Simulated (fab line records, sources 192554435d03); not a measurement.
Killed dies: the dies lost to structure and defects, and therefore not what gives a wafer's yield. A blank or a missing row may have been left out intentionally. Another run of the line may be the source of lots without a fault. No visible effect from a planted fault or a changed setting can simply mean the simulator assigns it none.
Matching of chambers -- flow n5 finfet -- rie diel-02 running N5_FIN_SAQP_HM_OPEN_73: 4 sister chambers
The step chemistry CHF3/O2, target SiO2, stops on a-Si, target depth 12 nm, time 16.8 s. 22 wafers are shown with their chamber, then 11 later ones without.

## WAFERS, EACH WITH ITS CHAMBER
wafer,chamber,drypump motor current A (A),rf vpp V (V),showerhead plenum p Torr (Torr)
L074.2,0,5.2,530,2.39
L074.5,3,5.1,531,2.47
L074.6,2,5.7,520,2.38
L077.1,0,5.2,529,2.39
L077.4,0,5.2,530,2.39
L077.6,3,5.1,530,2.47
L078.1,0,5.2,530,2.39
L078.3,1,6.2,515,2.43
L078.5,1,6.1,516,2.43
L080.1,3,5.1,531,2.47
L080.2,1,6.2,516,2.43
L080.6,3,5.1,531,2.47
L081.3,0,5.2,530,2.39
L081.5,3,5.1,530,2.47
L081.6,0,5.3,529,2.39
L084.1,3,5.1,531,2.46
L084.2,2,5.7,522,2.37
L084.5,0,5.2,529,2.38
L092.2,0,5.2,529,2.38
L092.4,1,6.2,515,2.41
L092.5,2,5.8,523,2.37
L093.1,0,5.2,531,2.38

SIGNATURES (means of the wafers above)
reading,chamber 0,chamber 1,chamber 2,chamber 3,scatter within a chamber
drypump motor current A,5.211,6.175,5.733,5.100,0.0358
rf vpp V,529.67,515.50,521.67,530.67,0.782
showerhead plenum p Torr,2.3867,2.4250,2.3733,2.4683,0.00601
Rule: for a wafer and a chamber, the distance is found by dividing, reading by reading, the gap between the wafer's reading and the chamber's mean by the reading's scatter, squaring, summing and taking the root. If the next closest chamber is less than 2 further off than the closest, the wafer can't be placed; otherwise it belongs to the closest. The scatter: the root of (the sum of the squares of (reading less its chamber's mean) over the shown wafers, divided by (wafers less chambers)).

## WAFERS WITHOUT THEIR CHAMBER
wafer,drypump motor current A (A),rf vpp V (V),showerhead plenum p Torr (Torr)
L093.4,6.2,514,2.41
L093.6,5.2,529,2.38
L095.3,5.2,530,2.38
L095.5,5.2,529,2.38
L095.6,5.1,530,2.45
L096.1,5.7,521,2.36
L096.4,6.1,514,2.41
L096.5,5.1,530,2.45
L097.3,5.1,530,2.45
L097.4,6.1,514,2.41
L097.5,5.1,530,2.45

## THE CHAMBER EACH PASSED THROUGH
wafer,from the rows above,in truth
L093.4,1,1
L093.6,0,0
L095.3,0,0
L095.5,0,0
L095.6,3,3
L096.1,2,2
L096.4,1,1
L096.5,3,3
L097.3,3,3
L097.4,1,1
L097.5,3,3
11 of 11 placed correctly. Not placeable from these rows: 0. Placed wrongly: 0.
